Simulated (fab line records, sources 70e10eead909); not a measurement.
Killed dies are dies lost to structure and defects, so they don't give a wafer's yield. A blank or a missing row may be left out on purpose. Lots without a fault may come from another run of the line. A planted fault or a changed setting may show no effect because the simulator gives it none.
Which tool did it? | flow nand_harc | 13 lots, 39 wafers sampled, at 6 steps of a route of 1159

WHAT THE GAUGES READ, wafer by wafer
NHARC_P_GATE_INSPECT_68.
lot  | measured     | on                | raw_defect_count
L307 | day 5 13:50  | defect_inspect-02 | 136 180 109
L306 | day 5 14:58  | defect_inspect-01 | 166 141 200
L309 | day 6 02:31  | defect_inspect-02 | 152 117 200
L311 | day 6 13:47  | defect_inspect-01 | 148 178 180
L314 | day 7 08:19  | defect_inspect-02 | 1388 186 1471
L313 | day 7 08:36  | defect_inspect-02 | 197 133 172
L312 | day 7 09:06  | defect_inspect-02 | 157 1477 119
L315 | day 7 16:34  | defect_inspect-01 | 386 166 150
L322 | day 9 14:49  | defect_inspect-02 | 254 277 222
L324 | day 10 01:39 | defect_inspect-02 | 200 181 272
L326 | day 10 09:10 | defect_inspect-02 | 136 102 172
L328 | day 10 18:41 | defect_inspect-01 | 198 246 115
L329 | day 11 06:38 | defect_inspect-01 | 298 199 160

NHARC_END_SORT_01.
lot  | measured     | on        | killed_at_array | killed_at_other | killed_at_periphery | killed_dies | killed_open | killed_short
L314 | day 21 17:50 | prober-01 | 20 24 21        | 1 0 0           | 107 7 103           | 128 31 124  | 4 6 3       | 2 2 1
L312 | day 20 19:29 | prober-01 | 15 22 24        | 0 0 0           | 1 108 4             | 16 130 28   | 2 2 1       | 0 5 1

WHICH TOOL RAN EACH LOT (tool, then ch and the chambers of the sampled wafers, then the start)
lot  | NHARC_P_GATE_STRIP_76                | NHARC_P_GATE_DEGAS_109       | NHARC_P_GATE_SPUTTER_79      | NHARC_P_GATE_RTA_82
L307 | plasma_asher-02 ch 0,1, day 5 09:24  | pvd_sputter-02, day 5 12:20  | pvd_sputter-01, day 5 12:37  | rtp_anneal-02 ch 0, day 5 13:38
L306 | plasma_asher-02 ch 0,1, day 5 10:20  | pvd_sputter-02, day 5 13:51  | pvd_sputter-02, day 5 14:11  | rtp_anneal-01 ch 0, day 5 14:46
L309 | plasma_asher-01 ch 0,1, day 5 22:14  | pvd_sputter-02, day 6 01:20  | pvd_sputter-02, day 6 01:32  | rtp_anneal-01 ch 0, day 6 02:19
L311 | plasma_asher-02 ch 0,1, day 6 09:35  | pvd_sputter-02, day 6 12:40  | pvd_sputter-02, day 6 12:49  | rtp_anneal-01 ch 0, day 6 13:35
L314 | plasma_asher-02 ch 0,1, day 7 04:13  | pvd_sputter-02, day 7 07:13  | pvd_sputter-02, day 7 07:23  | rtp_anneal-01 ch 0, day 7 08:07
L313 | plasma_asher-01 ch 0,1, day 7 04:35  | pvd_sputter-03, day 7 07:37  | pvd_sputter-03, day 7 07:49  | rtp_anneal-02 ch 0, day 7 08:26
L312 | plasma_asher-02 ch 0,1, day 7 04:52  | pvd_sputter-02, day 7 08:08  | pvd_sputter-02, day 7 08:19  | rtp_anneal-02 ch 0, day 7 08:54
L315 | plasma_asher-01 ch 0,1, day 7 12:34  | pvd_sputter-03, day 7 15:28  | pvd_sputter-03, day 7 15:38  | rtp_anneal-01 ch 0, day 7 16:22
L322 | plasma_asher-02 ch 0,1, day 9 10:50  | pvd_sputter-03, day 9 13:53  | pvd_sputter-03, day 9 14:04  | rtp_anneal-02 ch 0, day 9 14:39
L324 | plasma_asher-01 ch 0,1, day 9 21:37  | pvd_sputter-03, day 10 00:43 | pvd_sputter-03, day 10 00:53 | rtp_anneal-01 ch 0, day 10 01:29
L326 | plasma_asher-02 ch 0, day 10 05:07   | pvd_sputter-02, day 10 08:13 | pvd_sputter-02, day 10 08:23 | rtp_anneal-01 ch 0, day 10 08:59
L328 | plasma_asher-01 ch 0,1, day 10 14:41 | pvd_sputter-03, day 10 17:43 | pvd_sputter-03, day 10 17:55 | rtp_anneal-02 ch 0, day 10 18:33
L329 | plasma_asher-01 ch 0,1, day 11 02:31 | pvd_sputter-03, day 11 05:40 | pvd_sputter-03, day 11 05:50 | rtp_anneal-02 ch 0, day 11 06:25
- NHARC_P_GATE_STRIP_76: strips in O2.
- NHARC_P_GATE_DEGAS_109: time 60 s.
- NHARC_P_GATE_SPUTTER_79: material TiN, target thk 10 nm.
- NHARC_P_GATE_RTA_82: time 30 s.

WHAT THE TOOLS THEMSELVES READ (means of the sampled wafers that have a number; where no wafer has one, the mark that the record gives instead)
NHARC_P_GATE_STRIP_76.
lot  | tool            | drypump_motor_current_A (A) | heater_power_w (W)
L307 | plasma_asher-02 | 5.89                        | 310
L306 | plasma_asher-02 | 5.85                        | 308
L309 | plasma_asher-01 | 5.28                        | 376
L311 | plasma_asher-02 | 5.87                        | 313
L314 | plasma_asher-02 | 5.89                        | 311
L313 | plasma_asher-01 | 5.29                        | 370
L312 | plasma_asher-02 | 5.87                        | 309
L315 | plasma_asher-01 | 5.38                        | 376
L322 | plasma_asher-02 | 5.87                        | 301
L324 | plasma_asher-01 | 5.28                        | 374
L326 | plasma_asher-02 | 5.87                        | 298
L328 | plasma_asher-01 | 5.37                        | 385
L329 | plasma_asher-01 | 5.29                        | 380

NHARC_P_GATE_DEGAS_109.
lot  | tool           | heater_power_w (W)
L307 | pvd_sputter-02 | 462
L306 | pvd_sputter-02 | 454
L309 | pvd_sputter-02 | 401
L311 | pvd_sputter-02 | 467
L314 | pvd_sputter-02 | 430
L313 | pvd_sputter-03 | 460
L312 | pvd_sputter-02 | 421
L315 | pvd_sputter-03 | 479
L322 | pvd_sputter-03 | 473
L324 | pvd_sputter-03 | 470
L326 | pvd_sputter-02 | 431
L328 | pvd_sputter-03 | 484
L329 | pvd_sputter-03 | 479

NHARC_P_GATE_RTA_82.
lot  | tool          | lamp_power_pct (%) | wafer_temp_C_max
L307 | rtp_anneal-02 | 3.854              | 452.4
L306 | rtp_anneal-01 | 3.903              | 451.9
L309 | rtp_anneal-01 | 3.903              | 452.0
L311 | rtp_anneal-01 | 3.903              | 451.7
L314 | rtp_anneal-01 | 3.904              | 452.0
L313 | rtp_anneal-02 | 3.853              | 452.6
L312 | rtp_anneal-02 | 3.854              | 452.6
L315 | rtp_anneal-01 | 3.899              | 451.6
L322 | rtp_anneal-02 | 3.859              | 453.0
L324 | rtp_anneal-01 | 3.903              | 451.5
L326 | rtp_anneal-01 | 3.904              | 452.4
L328 | rtp_anneal-02 | 3.855              | 452.3
L329 | rtp_anneal-02 | 3.856              | 453.3

THE ANSWER, worked out from the rows above alone
Rule: what is usual is taken from the lots themselves. Put in order of their means at a reading, lots are off if they are a third of the lots or fewer, leave a main group of 4 or more, and stand apart from it by a gap of 3 or more times the standard deviation of the main group's means; of several such gaps the widest counts. A main group whose means are all the same, to the digits that the tables above print for the reading, isn't used. A lot without any number at a reading at which 4 lots or more have one is off too. The other lots that the step has rows for count as sound. The gauges are gone through in route order, then the tools' own readings, and for those a lot's mean is taken as printed above. The first step at which some lot is off is used, and at that step the reading that is off furthest; a lot without a number counts as furthest.
Off: L314, L312, at NHARC_P_GATE_INSPECT_68 (raw_defect_count). The main group: mean 186, standard deviation 37.
A tool fits if, at a process step before that reading, it ran every lot that is off, and no sound lot after the first of them. The gauges at NHARC_P_GATE_INSPECT_68 are tried like those tools. None of those tried fits.

WHAT THE SIMULATOR HAD PUT IN
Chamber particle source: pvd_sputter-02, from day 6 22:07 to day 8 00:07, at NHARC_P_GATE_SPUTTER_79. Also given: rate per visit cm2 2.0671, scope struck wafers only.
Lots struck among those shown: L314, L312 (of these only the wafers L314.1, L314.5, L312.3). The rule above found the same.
